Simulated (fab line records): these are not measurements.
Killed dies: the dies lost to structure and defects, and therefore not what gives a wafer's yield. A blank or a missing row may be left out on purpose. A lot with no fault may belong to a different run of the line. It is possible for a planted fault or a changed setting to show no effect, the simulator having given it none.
fab line records	flow nandHarc
record: lots: 6	wafers: 18	lastDay: 33
route steps=1302 shown A_M1@1171 A_BONDPAD@1202 END@1302
lots with no fault: from the same line, run without faults
startH: the number of hours between the record's first day and the start of the first shown wafer of the lot	waitH: hours since the lot's step before	" the same as in the row above	L1.1+2: one row covering several wafers at once	- no value, or no start was given	* or withheld: withheld	< > ~ a bound
route shown NAME@n: a module of which the file shows steps, and the number in the route of the first	usual: mean and standard deviation over wafers with no fault	same: alike in all rows	chamber/n: place in a boat	sites: per-site readings	_std_site: the values' standard deviation	_edge_site: outer sites' mean less inner sites'	radiusMm: how far each site lies from the wafer's centre	mask NAME#n: copy n	behind: the last tool/chamber to shape the wafer	hold: the reason the lot was held/the length of the hold in hours/how it ended	device: whichever transistor did not switch (one of n, p or np)	end of line: tests run on the same wafers once the route is complete	a step given without rows: its recipe and nothing more	killed: count of dies lost to structure and defects at first sort (not the wafer's yield)	map: dies across one wafer; x = killed, . = not, _ = none there
set.NAME: setting as actually run; set.NAME@STEP: the setting as run at that earlier step	model.NAME: the simulator's own value behind a step, which no gauge read
lots at some steps of the route; a table a step, a row a wafer
services: the hour from which a tool's chamber was out of use, counted from the record's first day as startH (under 0 if before that day), plus the number of hours and why
== steps ==
step: NHARC_A_M1_HMDS_02
recipe: timeS: 30
step: NHARC_A_M1_COAT_34
recipe: tempC: 200	timeS: 65
step: NHARC_A_M1_COAT_03
recipe: spinRpm: 1500	resistThkNm: 90
step: NHARC_A_M1_SOFTBAKE_04
recipe: tempC: 105	timeS: 55
step: NHARC_A_M1_EBR_05
step: NHARC_A_M1_EXPOSE_06
recipe: na: 1.35	targetCdNm: 120	doseMj: 75.13	maskId: A_M1
step: NHARC_A_M1_PEB_07
recipe: pebTempC: 100	pebTimeS: 65
step: NHARC_A_M1_DEVELOP_08
recipe: developTimeS: 35	devTempC: 23
step: NHARC_A_M1_CD_MEAS_09
recipe: targetCdNm: 120	landingEnergyEv: 500
usual: cdNm: 119.8/0.6
lot.wafer	tool	chamber	startH	waitH	cdNm
L504.1	cdSem-02	0	573.20	-	120.4
L504.2	"	0	"	"	120.4
L504.6	"	0	"	"	119.8
L511.1	cdSem-03	0	641.57	-	119.4
L511.4	"	0	"	"	119.7
L511.6	"	0	"	"	119.6
L513.1	cdSem-02	0	659.43	-	118.9
L513.2	"	0	"	"	119.6
L513.5	"	0	"	"	119.9
L519.2	cdSem-03	0	701.70	-	120.0
L519.3	"	0	"	"	119.6
L519.4	"	0	"	"	119.4
L523.2	cdSem-01	0	739.70	-	120.4
L523.4	"	0	"	"	119.8
L523.6	"	0	"	"	120.1
L522.1	cdSem-03	0	744.44	-	119.6
L522.3	"	0	"	"	119.5
L522.6	"	0	"	"	119.7
step: NHARC_A_M1_OVL_MEAS_10
recipe: pitchNm: 240
usual: overlayXNm: -0.3/0.7	overlayYNm: 0.2/0.67
lot.wafer	tool	chamber	startH	waitH	overlayXNm	overlayYNm
L504.1	overlay-02	-	573.29	-	-0.1	-0.3
L504.2	"	-	"	"	-0.2	-0.2
L504.6	"	-	"	"	0.2	-0.3
L511.1	overlay-02	-	641.66	-	0.7	0.1
L511.4	"	-	"	"	0.3	0.2
L511.6	"	-	"	"	0.3	0.0
L513.1	overlay-02	-	659.52	-	-0.6	1.7
L513.2	"	-	"	"	-1.1	1.5
L513.5	"	-	"	"	-0.7	1.5
L519.2	overlay-02	-	701.78	-	-1.5	-0.8
L519.3	"	-	"	"	-0.7	-0.4
L519.4	"	-	"	"	-0.8	-1.4
L523.2	overlay-02	-	739.78	-	-1.1	0.0
L523.4	"	-	"	"	-0.6	0.3
L523.6	"	-	"	"	-0.7	-0.6
L522.1	overlay-02	-	744.53	-	-0.2	-0.6
L522.3	"	-	"	"	-0.2	-0.8
L522.6	"	-	"	"	0.0	-0.4
step: NHARC_A_M1_INSPECT_11
usual: rawDefectCount: 86/37
lot.wafer	tool	chamber	startH	waitH	rawDefectCount
L504.1	defectInspect-01	-	573.33	0.0	148
L504.2	"	-	"	"	163
L504.6	"	-	"	"	157
L511.1	defectInspect-02	-	641.70	0.0	101
L511.4	"	-	"	"	74
L511.6	"	-	"	"	71
L513.1	defectInspect-02	-	659.56	0.0	93
L513.2	"	-	"	"	94
L513.5	"	-	"	"	98
L519.2	defectInspect-02	-	701.82	0.0	104
L519.3	"	-	"	"	92
L519.4	"	-	"	"	102
L523.2	defectInspect-01	-	739.82	0.0	87
L523.4	"	-	"	"	87
L523.6	"	-	"	"	90
L522.1	defectInspect-02	-	744.57	0.0	89
L522.3	"	-	"	"	97
L522.6	"	-	"	"	101
step: NHARC_A_M1_DESCUM_14
recipe: timeS: 3	o2FlowSccm: 200	arFlowSccm: 0	biasPowerW: 0	chemistry: O2
step: NHARC_A_M1_ETCH_35
recipe: targetDepthA: 400	overetchA: 120	timeS: 43.94	ionEnergyEv: 200	n2FlowSccm: 150	h2FlowSccm: 150	arFlowSccm: 0	rfW: 400	biasW: 150	chemistry: N2/H2
usual: drypumpMotorCurrentA: 5.7/0.47	oesProductAu: 1.000/0.013	rfFwdPowerW: 396.0/1.7	rfVppV: 432.7/1.5	showerheadPlenumPTorr: 2.12/0.049	throttleValvePct: 14.171/0.0091
lot.wafer	tool	chamber	startH	waitH	drypumpMotorCurrentA	oesProductAu	rfFwdPowerW	rfHoursCounterH	rfVppV	showerheadPlenumPTorr	throttleValvePct
L504.1	rieDiel-04	3	573.48	0.1	6.1	1.011	395.6	1.5	431.4	2.12	14.174
L504.2	"	2	"	"	5.2	1.011	397.4	1.5	434.4	2.19	14.178
L504.6	"	0	"	"	6.3	1.028	397.7	-	433.3	2.15	14.193
L511.1	rieDiel-04	2	641.86	0.1	5.2	1.007	396.7	3.9	434.9	2.19	14.173
L511.4	"	3	"	"	6.1	0.997	394.3	4.7	433.8	2.12	14.172
L511.6	"	1	"	"	5.4	0.999	395.4	-	434.5	2.15	14.165
L513.2	rieDiel-04	0	659.72	0.1	6.3	1.024	398.0	6.6	433.9	2.15	14.175
L513.1	"	3	"	"	6.1	0.995	392.5	6.8	432.6	2.12	14.171
L513.5	"	0	"	"	6.3	1.020	398.0	-	431.3	2.15	14.181
L519.3	rieDiel-01	1	701.97	0.1	6.2	0.984	396.2	8.8	429.1	1.95	14.164
L519.2	"	3	"	"	5.7	0.978	396.2	7.7	430.1	2.05	14.169
L519.4	"	0	"	"	6.4	1.005	391.9	9.2	432.2	2.07	14.186
L523.4	rieDiel-05	3	739.97	0.1	5.9	0.987	397.3	5.2	432.0	2.13	14.174
L523.2	"	0	"	"	6.1	0.990	395.8	4.8	432.8	2.13	14.169
L523.6	"	2	"	"	5.0	0.985	395.6	-	432.6	2.14	14.173
L522.3	rieDiel-01	3	744.72	0.1	5.8	0.996	396.7	0.0	430.2	2.05	14.178
L522.1	"	0	"	"	6.4	0.976	392.4	0.0	432.6	2.07	14.162
L522.6	"	2	"	"	4.9	1.015	395.3	-	428.7	2.01	14.168
step: NHARC_A_M1_ETCH_15
recipe: targetDepthA: 1825	timeS: 91.2	c4f8FlowSccm: withheld	arFlowSccm: 400	rfW: 600	biasW: 300	chemistry: C4F8/Ar
usual: oesProductAu: 0.949/0.024	rfFwdPowerW: 596.3/2.2	rfVppV: 443.2/1.6
lot.wafer	tool	chamber	startH	waitH	oesProductAu	rfFwdPowerW	rfHoursCounterH	rfVppV
L504.1	rieDiel-04	2	-	-	0.950	597.6	1.5	445.8
L504.2	"	3	"	"	0.962	593.9	1.5	443.5
L504.6	"	1	"	"	0.969	596.5	-	442.8
L511.4	rieDiel-04	2	-	-	0.932	603.2	3.9	445.1
L511.1	"	3	"	"	0.923	595.7	4.7	443.3
L511.6	"	0	"	"	0.944	595.8	-	442.7
L513.1	rieDiel-04	1	-	-	0.927	594.3	6.4	443.4
L513.2	"	3	"	"	0.920	592.3	6.8	443.0
L513.5	"	3	"	"	0.926	593.4	-	443.2
L519.4	rieDiel-01	3	-	-	0.912	597.2	7.8	439.1
L519.2	"	1	"	"	0.930	594.6	8.8	439.0
L519.3	"	2	"	"	0.932	595.5	7.7	439.4
L523.2	rieDiel-05	2	-	-	0.919	594.3	4.5	444.1
L523.4	"	0	"	"	0.931	595.8	4.9	443.3
L523.6	"	3	"	"	0.939	601.0	-	441.8
L522.1	rieDiel-01	1	-	-	0.959	600.3	0.0	437.8
L522.3	"	2	"	"	0.979	590.3	0.0	439.6
L522.6	"	0	"	"	0.967	594.3	-	441.6
step: NHARC_A_M1_CD_MEAS_16
usual: cdNm: 119.5/0.79
lot.wafer	tool	chamber	startH	waitH	cdNm
L504.1	cdSem-01	-	573.69	-	119.9
L504.2	"	-	"	"	119.9
L504.6	"	-	"	"	119.4
L511.1	cdSem-03	-	642.07	-	117.9
L511.4	"	-	"	"	118.9
L511.6	"	-	"	"	119.1
L513.1	cdSem-03	-	659.97	-	118.7
L513.2	"	-	"	"	118.9
L513.5	"	-	"	"	119.6
L519.2	cdSem-03	-	702.19	-	119.1
L519.3	"	-	"	"	118.9
L519.4	"	-	"	"	119.6
L523.2	cdSem-03	-	740.20	-	121.0
L523.4	"	-	"	"	119.1
L523.6	"	-	"	"	120.5
L522.1	cdSem-03	-	744.93	-	119.6
L522.3	"	-	"	"	119.9
L522.6	"	-	"	"	121.3
step: NHARC_A_M1_STRIP_18
recipe: powerW: 1000	n2FlowSccm: 150	h2FlowSccm: 150	arFlowSccm: 0	biasW: 0	chemistry: N2/H2
step: NHARC_A_M1_ETCH_28
recipe: targetDepthA: 300	overEtchFrac: 0.3	timeS: 72.99	ionEnergyEv: 150	cf4FlowSccm: 50	n2FlowSccm: 100	arFlowSccm: 150	rfW: 300	biasW: 100	chemistry: CF4/N2
usual: cf4FlowSccm: 50.01/0.14	drypumpMotorCurrentA: 5.8/0.49	oesProductAu: 1.000/0.013	rfFwdPowerW: 297.6/1.2	rfVppV: 315.2/1.6	showerheadPlenumPTorr: 2.69/0.077	throttleValvePct: 19.794/0.009
lot.wafer	tool	chamber	startH	waitH	cf4FlowSccm	drypumpMotorCurrentA	oesProductAu	rfFwdPowerW	rfHoursCounterH	rfVppV	showerheadPlenumPTorr	throttleValvePct
L504.2	rieDiel-04	1	-	-	49.74	5.4	0.998	296.2	1.6	316.6	2.76	19.795
L504.1	"	2	"	"	50.10	5.2	1.009	297.9	1.5	316.7	2.81	19.790
L504.6	"	0	"	"	50.01	6.3	1.021	297.2	-	316.9	2.75	19.792
L511.1	rieDiel-05	0	-	-	50.27	6.1	0.995	295.8	2.0	315.3	2.74	19.807
L511.4	"	2	"	"	49.96	5.0	0.987	298.1	1.7	314.9	2.74	19.793
L511.6	"	1	"	"	50.13	5.7	1.012	298.8	-	315.0	2.66	19.794
L513.1	rieDiel-05	2	-	-	50.02	5.1	0.973	297.4	2.0	316.7	2.74	19.792
L513.2	"	1	"	"	49.90	5.7	0.998	297.4	1.9	313.8	2.66	19.801
L513.5	"	2	"	"	49.92	5.1	0.979	297.3	-	315.2	2.74	19.802
L519.3	rieDiel-04	2	-	-	50.07	5.2	1.004	299.3	7.0	318.2	2.80	19.807
L519.2	"	3	"	"	50.08	6.2	0.982	299.9	9.6	313.7	2.72	19.787
L519.4	"	1	"	"	49.75	5.3	0.992	295.8	10.0	316.5	2.76	19.788
L523.2	rieDiel-04	0	-	-	50.06	6.3	1.011	296.8	0.8	316.3	2.75	19.792
L523.4	"	1	"	"	49.89	5.3	1.003	298.2	1.0	316.0	2.76	19.780
L523.6	"	0	"	"	49.93	6.3	1.018	297.4	-	316.9	2.75	19.807
L522.3	rieDiel-04	0	-	-	50.16	6.3	1.009	298.3	1.6	316.3	2.75	19.798
L522.1	"	1	"	"	49.83	5.4	0.990	296.9	1.8	316.5	2.76	19.786
L522.6	"	2	"	"	49.97	5.2	1.022	298.3	-	317.4	2.80	19.778
step: NHARC_A_M1_STRIP_19
recipe: timeS: 600	tempC: 30	chemistry: postEtchResidueRemover
step: NHARC_A_M1_DEGAS_29
recipe: tempC: 250	timeS: 60
usual: heaterPowerW: 333/35	susceptorTempC: 249.99/0.16
lot.wafer	tool	chamber	startH	waitH	heaterPowerW	susceptorTempC
L504.1	pvdSputter-01	-	574.43	-	305	249.76
L504.2	"	-	"	"	364	250.11
L504.6	"	-	"	"	302	250.08
L511.4	pvdSputter-03	-	642.79	-	406	249.82
L511.1	"	-	"	"	318	250.23
L511.6	"	-	"	"	406	249.86
L513.2	pvdSputter-02	-	660.69	-	343	250.15
L513.1	"	-	"	"	320	250.05
L513.5	"	-	"	"	340	250.00
L519.3	pvdSputter-03	-	702.90	-	347	249.84
L519.2	"	-	"	"	406	250.02
L519.4	"	-	"	"	320	250.24
L523.4	pvdSputter-02	-	740.91	-	291	250.02
L523.2	"	-	"	"	345	249.61
L523.6	"	-	"	"	313	249.92
L522.1	pvdSputter-03	-	745.66	-	363	250.11
L522.3	"	-	"	"	406	250.10
L522.6	"	-	"	"	363	250.33
step: NHARC_A_M1_PRE_CLEAN_30
recipe: timeS: 30	tempC: 280	gas: H2/He
usual: heaterPowerW: 409/42	susceptorTempC: 280.00/0.16
lot.wafer	tool	chamber	startH	waitH	heaterPowerW	susceptorTempC
L504.1	pvdSputter-01	-	-	-	392	279.71
L504.2	"	-	"	"	384	279.94
L504.6	"	-	"	"	388	280.31
L511.1	pvdSputter-03	-	-	-	381	280.02
L511.4	"	-	"	"	428	279.70
L511.6	"	-	"	"	384	279.82
L513.1	pvdSputter-02	-	-	-	412	279.70
L513.2	"	-	"	"	350	280.24
L513.5	"	-	"	"	426	280.16
L519.2	pvdSputter-03	-	-	-	428	279.88
L519.3	"	-	"	"	495	279.94
L519.4	"	-	"	"	385	279.76
L523.4	pvdSputter-02	-	-	-	343	279.91
L523.2	"	-	"	"	393	280.00
L523.6	"	-	"	"	346	280.25
L522.1	pvdSputter-03	-	-	-	495	279.91
L522.3	"	-	"	"	376	279.96
L522.6	"	-	"	"	371	279.83
step: NHARC_A_M1_PVD_20
recipe: targetThkA: 50	biasV: 168.6	powerW: 15000	chamberPressurePa: 0.12	timeS: 8.06	substrateTempC: 50	material: TaN
step: NHARC_A_M1_PVD_21
recipe: targetThkA: 300	chamberPressurePa: 5	powerW: 5000	substrateTempC: 30	timeS: 20.49	material: Cu
step: NHARC_A_M1_ECD_22
recipe: targetThkA: 4000	bathTempC: 25	material: Cu
step: NHARC_A_M1_ANNEAL_31
recipe: tempC: 225	timeS: 90
step: NHARC_A_M1_CMP_23
recipe: tOverpolishS: 20	targetThkNm: 154.34
step: NHARC_A_M1_THK_MEAS_24
recipe: thkMeasGauge: xrf
usual: thkNm: 154.3/1.5
lot.wafer	tool	chamber	startH	waitH	thkNm
L504.1	filmMetro-01	-	575.83	-	154.2
L504.2	"	-	"	"	152.4
L504.6	"	-	"	"	154.5
L511.1	filmMetro-01	-	644.18	-	154.0
L511.4	"	-	"	"	150.8
L511.6	"	-	"	"	153.8
L513.1	filmMetro-02	-	662.10	-	156.0
L513.2	"	-	"	"	155.4
L513.5	"	-	"	"	153.4
L519.2	filmMetro-01	-	704.29	-	154.7
L519.3	"	-	"	"	155.0
L519.4	"	-	"	"	154.1
L523.2	filmMetro-02	-	742.31	-	153.8
L523.4	"	-	"	"	152.8
L523.6	"	-	"	"	153.9
L522.1	filmMetro-02	-	747.35	-	155.0
L522.3	"	-	"	"	153.0
L522.6	"	-	"	"	155.4
step: NHARC_A_M1_SRD_25
step: NHARC_A_M1_PRE_CLEAN_32
recipe: timeS: 12	tempC: 370	rfPowerW: 300	gas: NH3
step: NHARC_A_M1_DEP_33
recipe: targetThkA: 300	tempC: 370	targetThkNm: 30	pressureTorr: 3	flowSccm: 200	rfW: 450	material: SiCN
step: NHARC_A_BONDPAD_DEP_00
recipe: targetThkA: 2500	tempC: 370	targetThkNm: 250	pressureTorr: 3	flowSccm: 200	rfW: 450	material: SiCN
usual: heaterPowerW: 639/77	rfFwdPowerW: 449.0/1.3	susceptorTempC: 369.99/0.21
lot.wafer	tool	chamber	startH	waitH	heaterPowerW	rfFwdPowerW	susceptorTempC
L504.2	pecvd-02	0	576.68	-	769	450.1	370.11
L504.1	"	2	"	"	606	449.9	370.08
L504.6	"	1	"	"	681	451.6	370.00
L511.1	pecvd-01	0	645.13	-	537	450.2	370.07
L511.6	"	1	"	"	640	447.1	370.34
L511.4	"	2	"	"	658	449.6	369.86
L513.1	pecvd-04	1	663.72	-	638	446.2	369.68
L513.2	"	2	"	"	734	451.2	369.70
L513.5	"	1	"	"	632	449.1	369.87
L519.2	pecvd-04	0	-	-	595	450.6	370.06
L519.3	"	2	"	"	769	449.3	370.10
L519.4	"	0	"	"	620	450.8	370.05
L523.2	pecvd-01	2	743.25	-	605	450.2	370.21
L523.6	"	0	"	"	590	447.8	370.23
L523.4	"	2	"	"	634	449.1	370.38
L522.1	pecvd-02	2	753.98	-	602	449.1	370.32
L522.3	"	0	"	"	695	448.6	370.11
L522.6	"	0	"	"	718	449.3	370.03
step: NHARC_A_BONDPAD_CMP_29
recipe: targetThkNm: 200	material: SiCN
step: NHARC_A_BONDPAD_THK_MEAS_30
recipe: thkMeasGauge: ellipsometry
usual: thkNm: 200.0/1.5
lot.wafer	tool	chamber	startH	waitH	thkNm
L504.1	filmMetro-01	-	577.34	0.2	202.0
L504.2	"	-	"	"	200.9
L504.6	"	-	"	"	201.3
L511.1	filmMetro-01	-	645.70	0.2	199.6
L511.4	"	-	"	"	200.7
L511.6	"	-	"	"	200.2
L513.1	filmMetro-01	-	664.34	0.2	199.3
L513.2	"	-	"	"	196.1
L513.5	"	-	"	"	201.6
L519.2	filmMetro-01	-	705.81	0.2	199.3
L519.3	"	-	"	"	200.5
L519.4	"	-	"	"	201.3
L523.2	filmMetro-02	-	743.82	0.2	198.4
L523.4	"	-	"	"	198.9
L523.6	"	-	"	"	199.1
L522.1	filmMetro-02	-	754.60	0.2	198.6
L522.3	"	-	"	"	197.6
L522.6	"	-	"	"	198.7
step: NHARC_A_BONDPAD_SRD_31
step: NHARC_A_BONDPAD_DEHYDRATE_01
recipe: tempC: 150	timeS: 120
step: NHARC_A_BONDPAD_HMDS_02
recipe: timeS: 30
step: NHARC_A_BONDPAD_COAT_33
recipe: tempC: 200	timeS: 65
step: NHARC_A_BONDPAD_COAT_03
recipe: spinRpm: 2000	resistThkNm: 600
step: NHARC_A_BONDPAD_SOFTBAKE_04
recipe: tempC: 125	timeS: 70
step: NHARC_A_BONDPAD_EBR_05
step: NHARC_A_BONDPAD_EXPOSE_06
recipe: na: 0.55	doseMj: 36.99	maskId: A_BPAD
step: NHARC_END_SORT_01
recipe: tempC: 25
usual: defectLimitedYield: 91.5/2.9	killedAtArray: 53/20	killedAtOther: 1/1.2	killedAtPeriphery: 3.7/2.6	killedDies: 58/20	killedOpen: 3.5/1.8	killedShort: 2.4/1.7	sort_bin_2_pct: 3.1/1.3	sort_bin_3_pct: 0.6/0.4	sort_bin_4_pct: 4.9/1.7	sortNPass: 619/20	sortRimYieldPct: 92/4	sortYieldPct: 91.5/2.9
same: grossDies: 677	sort_bin_5_pct[%]: 0	sort_bin_6_pct[%]: 0	sort_bin_7_pct[%]: 0	sort_bin_8_pct[%]: 0	sortRimNGross: 106.00
lot.wafer	tool	chamber	startH	waitH	defectLimitedYield[%]	killedAtArray	killedAtOther	killedAtPeriphery	killedDies	killedOpen	killedShort	sort_bin_2_pct[%]	sort_bin_3_pct[%]	sort_bin_4_pct[%]	sortNPass	sortRimYieldPct[%]	sortYieldPct[%]
L504.1	prober-01	0	609.41	2.5	88.3	76	0	3	79	5	0	4.6	1.9	5.2	598	89	88.3
L504.2	prober-01	0	610.21	2.8	85.4	93	1	5	99	3	2	5.8	2.1	6.8	578	91	85.4
L504.6	prober-01	0	613.44	4.0	84.9	96	0	6	102	1	0	5.5	0.9	8.7	575	96	84.9
L511.4	prober-02	0	678.59	3.4	77.3	146	0	8	154	2	2	7.7	4.6	10.5	523	96	77.3
L513.1	prober-01	0	704.33	2.5	80.4	125	4	4	133	5	1	7.5	4.4	7.7	544	93	80.4
killed by level:class
L504.1 A_CHANNEL_HOLE_D2:chamberFilmFlake=29 A_CHANNEL_HOLE_D1:chamberFilmFlake=19 A_SLIT:chamberFilmFlake=14 A_STAIRCASE:chamberFilmFlake=3 A_CONTACT:chamberFilmFlake=3 A_ONON_D2:geometricParticle:open=2 P_GATE:chamberFilmFlake=2 A_WL_FILL:chamberFilmFlake=2
L504.2 A_CHANNEL_HOLE_D2:chamberFilmFlake=30 A_SLIT:chamberFilmFlake=23 A_CHANNEL_HOLE_D1:chamberFilmFlake=22 A_CONTACT:chamberFilmFlake=6 A_STAIRCASE:chamberFilmFlake=4 A_CHANNEL_FILL_D1:geometricParticle:short=2 P_ZERO_WELL:chamberFilmFlake=2 P_GATE:chamberFilmFlake=2
L504.6 A_CHANNEL_HOLE_D2:chamberFilmFlake=33 A_CHANNEL_HOLE_D1:chamberFilmFlake=29 A_SLIT:chamberFilmFlake=27 P_GATE:chamberFilmFlake=4 A_WL_FILL:chamberFilmFlake=2 A_CHANNEL_HOLE_D2:geometricParticle:open=1 P_STI:chamberFilmFlake=1 P_M2:chamberFilmFlake=1
L511.4 A_M1:unspecified=90 A_CHANNEL_HOLE_D1:chamberFilmFlake=28 A_CHANNEL_HOLE_D2:chamberFilmFlake=14 P_BONDPAD:chamberFilmFlake=5 A_SLIT:chamberFilmFlake=4 A_STAIRCASE:chamberFilmFlake=3 A_CONTACT:chamberFilmFlake=3 P_GATE:chamberFilmFlake=2
L513.1 A_M1:unspecified=81 A_CHANNEL_HOLE_D1:chamberFilmFlake=28 A_CHANNEL_HOLE_D2:chamberFilmFlake=6 THIN_TSV:chamberFilmFlake=4 A_WL_FILL:chamberFilmFlake=3 A_SLIT:chamberFilmFlake=3 P_CONTACT:geometricParticle:open=1 P_M0:geometricParticle:open=1
map L511.4 (x killed, . not)
____________.____________
_________......._________
_______..........._______
______.............______
_____.x............._____
____.....x....x...x..____
____.........xx.x....____
___........xxxx.x.....___
___.........x.x.......___
__.........xx.x.x......__
__.......xxxxxxx...x...__
_...........xxxxx......._
_............xxxx......._
_........xxxxx..x......._
_.....x..xxxxxxx...x.x.._
_.......xxxxxxxxx......._
........xxxxxxxxxx.......
.........xxxxxxx.xx..x...
.....x..xxxxxxxxx........
......xxxxxxxxxxx........
........xxxxxxxxxx.......
_........xxxxxxx....x..._
_........xxxxxxxxx...x.._
_........x.x.xxx..xx..x._
_..........xxx.....xx..._
_...........x.....xx...._
__.....x...........x.xx__
__....x..........x....x__
___..................x___
___.....x.............___
____.................____
____.................____
_____..............._____
______.............______
_______..........._______
_________......._________
____________.____________
map L513.1 (x killed, . not)
____________.____________
_________...x..._________
_______..........._______
______.............______
_____..............._____
____.................____
____.......x...x.....____
___........x.xxx......___
___......x.x.xxxx.....___
__.........xxxxx.x.....__
__.........xxxx........__
_............xxx.x......_
_.........x.xxxx.x......_
_...........xxxxx......._
_........xxxxxxx....x.x._
_....x...xxxxxxx........_
.........xxxxxxxx........
........xxxxxxxxxx.......
.....x...xxxxxxx.........
....x....xxxxxxx.........
.....x..xxxxxxxx.........
_.......xxxxxxxxx......._
_.........xxxxx........._
_.....x..xxxxxx........._
_...........xx.........._
_......x...x............_
__....x....x...........__
__.....................__
___...................___
___...................___
____....x............____
____.x...............____
_____xx............._____
______xxx..........______
_______x.........._______
_________......._________
____________.____________
== services ==
tool	chamber	startH	hours	kind
rieDiel-01	-	557.99	9.0	pm
pvdSputter-02	-	572.80	15.3	repair
rieDiel-05	-	583.60	9.0	pm
pecvd-02	1	587.80	3.9	repair
pvdSputter-01	-	588.01	10.0	pm
pecvd-02	-	589.00	13.0	pm
pecvd-01	-	598.77	1.1	repair
pvdSputter-02	-	610.30	15.0	repair
rieDiel-05	3	625.38	7.8	repair
pecvd-04	-	631.15	13.0	pm
pvdSputter-03	-	631.29	2.7	repair
pvdSputter-02	-	638.08	10.0	pm
pvdSputter-01	-	642.25	21.2	repair
pecvd-01	-	642.47	0.8	repair
rieDiel-05	-	650.77	0.2	repair
rieDiel-04	2	655.70	23.7	repair
rieDiel-01	3	668.97	14.9	repair
rieDiel-05	2	693.39	3.1	repair
pvdSputter-03	-	704.01	10.0	pm
rieDiel-04	0	704.26	9.3	repair
rieDiel-04	-	708.90	9.0	pm
rieDiel-05	0	713.15	4.1	repair
rieDiel-01	-	734.99	9.0	pm
rieDiel-04	1	746.65	10.1	repair
== key ==
firstSign: step: NHARC_END_SORT_01	reading: killedDies	direction: up	sigmas: 4.3	usual: 58	struck: 144
effect: step: NHARC_END_SORT_01	reading: defectLimitedYield	direction: down	sigmas: 4.3	usual: 91.5	struck: 78.8
moreKillsBornAt: NHARC_A_M1_ETCH_35@rieDiel-04: 171
metAt NHARC_A_M1_ETCH_35
struckWafers L511.4,L513.1
onsetBetween 573.48 641.86
fault: kind: chamberParticleSource	tool: rieDiel-04	chamber: 3	onsetH: 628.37	steps: NHARC_A_M1_ETCH_35	ratePerVisitCm2: 0.93464	endH: 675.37
